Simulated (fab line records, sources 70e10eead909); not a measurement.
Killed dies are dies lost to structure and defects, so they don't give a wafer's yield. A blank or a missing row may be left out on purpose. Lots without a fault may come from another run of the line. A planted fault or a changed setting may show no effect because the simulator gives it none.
Chamber matching | flow nand_harc | NHARC_A_CHANNEL_FILL_D1_ETCHBACK_20 on rie_diel-09: 4 sister chambers
The step etches the open film in C4F8/O2/Ar, target depth 27 nm, time 13.5 s. 14 wafers are shown with their chamber, then 7 later ones without.

WAFERS WITH THEIR CHAMBER
wafer  | chamber | rf_vpp_V (V) | oes_product_au (a.u.)
L078.1 | 2       | 975          | 0.92
L078.2 | 1       | 977          | 0.93
L078.5 | 1       | 975          | 0.93
L082.2 | 3       | 983          | 0.93
L082.3 | 0       | 982          | 0.93
L082.4 | 2       | 977          | 0.92
L083.1 | 3       | 983          | 0.99
L083.2 | 2       | 974          | 0.99
L083.6 | 0       | 982          | 1.00
L087.1 | 0       | 982          | 1.02
L087.2 | 3       | 982          | 1.01
L087.5 | 3       | 982          | 1.01
L089.1 | 0       | 982          | 0.96
L089.4 | 0       | 981          | 0.96

SIGNATURES (means of the wafers above)
reading        | chamber 0 | chamber 1 | chamber 2 | chamber 3 | scatter within a chamber
rf_vpp_V       | 981.80    | 976.00    | 975.33    | 982.50    | 0.92
oes_product_au | 0.9740    | 0.9300    | 0.9433    | 0.9850    | 0.0356
Rule: a wafer's distance from a chamber is the root of the sum, over the readings, of the square of ((its reading less the chamber's mean) divided by the reading's scatter). The wafer belongs to the nearest chamber; if the next one is less than 2 further off, it can't be placed. The scatter: the root of (the sum of the squares of (reading less its chamber's mean) over the shown wafers, divided by (wafers less chambers)).

WAFERS WITHOUT THEIR CHAMBER
wafer  | rf_vpp_V (V) | oes_product_au (a.u.)
L089.5 | 983          | 0.96
L090.1 | 976          | 1.00
L090.2 | 976          | 1.00
L090.5 | 976          | 1.00
L097.1 | 976          | 0.93
L097.3 | 982          | 0.93
L097.6 | 976          | 0.98

WHICH CHAMBER EACH WENT THROUGH
wafer  | from the rows above     | in truth
L089.5 | can't be placed: 3 or 0 | 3
L090.1 | can't be placed: 2 or 1 | 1
L090.2 | can't be placed: 2 or 1 | 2
L090.5 | can't be placed: 2 or 1 | 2
L097.1 | can't be placed: 1 or 2 | 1
L097.3 | can't be placed: 0 or 3 | 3
L097.6 | can't be placed: 2 or 1 | 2
Placed correctly: 0 of 7. Can't be placed from these rows: 7 (the true chamber is among the candidates in 7). Placed wrongly: 0.
